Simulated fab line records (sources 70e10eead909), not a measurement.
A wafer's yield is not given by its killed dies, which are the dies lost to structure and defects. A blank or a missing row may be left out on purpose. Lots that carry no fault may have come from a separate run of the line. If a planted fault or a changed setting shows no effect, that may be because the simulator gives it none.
Chamber matching + flow nand harc + 4 sister chambers for NHARC_P_M2_DESCUM_14 on rie diel-04
The step chemistry O2, time 3 s. 16 wafers are shown with their chamber, then 8 later ones without.

WAFERS PAIRED WITH THEIR CHAMBERS
| wafer  | chamber | drypump motor current A (A) | rf vpp V (V) | oes product au (a.u.) |
|--------|---------|-----------------------------|--------------|-----------------------|
| L075.2 | 2       | 6.3                         | 55.7         | 1.006                 |
| L075.3 | 1       | 5.6                         | 57.3         | 1.009                 |
| L075.5 | 3       | 5.8                         | 57.5         | 1.002                 |
| L077.1 | 1       | 5.6                         | 57.2         | 1.007                 |
| L077.2 | 2       | 6.4                         | 57.2         | 1.013                 |
| L077.3 | 3       | 5.8                         | 57.4         | 0.998                 |
| L080.1 | 1       | 5.6                         | 56.9         | 0.989                 |
| L080.3 | 0       | 5.7                         | 57.1         | 1.004                 |
| L080.5 | 2       | 6.4                         | 56.9         | 1.002                 |
| L082.1 | 2       | 6.3                         | 56.3         | 0.998                 |
| L082.3 | 0       | 5.7                         | 57.6         | 1.006                 |
| L082.6 | 1       | 5.6                         | 56.6         | 0.998                 |
| L087.2 | 0       | 5.7                         | 56.9         | 1.011                 |
| L087.5 | 2       | 6.3                         | 57.4         | 1.005                 |
| L087.6 | 1       | 5.5                         | 57.3         | 1.005                 |
| L090.3 | 0       | 5.7                         | 59.0         | 0.993                 |

SIGNATURES (averages over the wafers above)
| reading                 | chamber 0 | chamber 1 | chamber 2 | chamber 3 | scatter within a chamber |
|-------------------------|-----------|-----------|-----------|-----------|--------------------------|
| drypump motor current A | 5.700     | 5.580     | 6.340     | 5.800     | 0.0408                   |
| rf vpp V                | 57.650    | 57.060    | 56.700    | 57.450    | 0.646                    |
| oes product au          | 1.00350   | 1.00160   | 1.00480   | 1.00000   | 0.0069                   |
Rule: a wafer's distance from a chamber is the root of the sum, over the readings, of the square of ((its reading less the chamber's mean) divided by the reading's scatter). The wafer belongs to the nearest chamber; if the next one is less than 2 further off, it can't be placed. The scatter: take each reading less its chamber's mean, square it, sum over the shown wafers, divide by the number of wafers less the number of chambers, and take the root.

WAFERS WHOSE CHAMBER IS MISSING
| wafer  | drypump motor current A (A) | rf vpp V (V) | oes product au (a.u.) |
|--------|-----------------------------|--------------|-----------------------|
| L090.4 | 5.7                         | 58.5         | 1.005                 |
| L090.6 | 5.8                         | 57.3         | 1.009                 |
| L092.2 | 5.6                         | 57.7         | 0.994                 |
| L092.4 | 6.3                         | 56.9         | 0.994                 |
| L092.6 | 5.7                         | 58.5         | 1.006                 |
| L093.2 | 6.3                         | 57.7         | 1.005                 |
| L093.5 | 5.8                         | 57.0         | 1.011                 |
| L093.6 | 5.8                         | 57.5         | 1.005                 |

EACH ONE'S CHAMBER
| wafer  | from the rows above     | in truth |
|--------|-------------------------|----------|
| L090.4 | can't be placed: 0 or 3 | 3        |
| L090.6 | can't be placed: 3 or 0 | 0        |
| L092.2 | can't be placed: 1 or 0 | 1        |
| L092.4 | 2                       | 2        |
| L092.6 | can't be placed: 0 or 3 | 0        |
| L093.2 | 2                       | 2        |
| L093.5 | can't be placed: 3 or 0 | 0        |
| L093.6 | can't be placed: 3 or 0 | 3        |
Correctly placed: 2 of 8. Not placeable from these rows: 6 (in 6, the candidates include the true chamber). 0 placed wrongly.
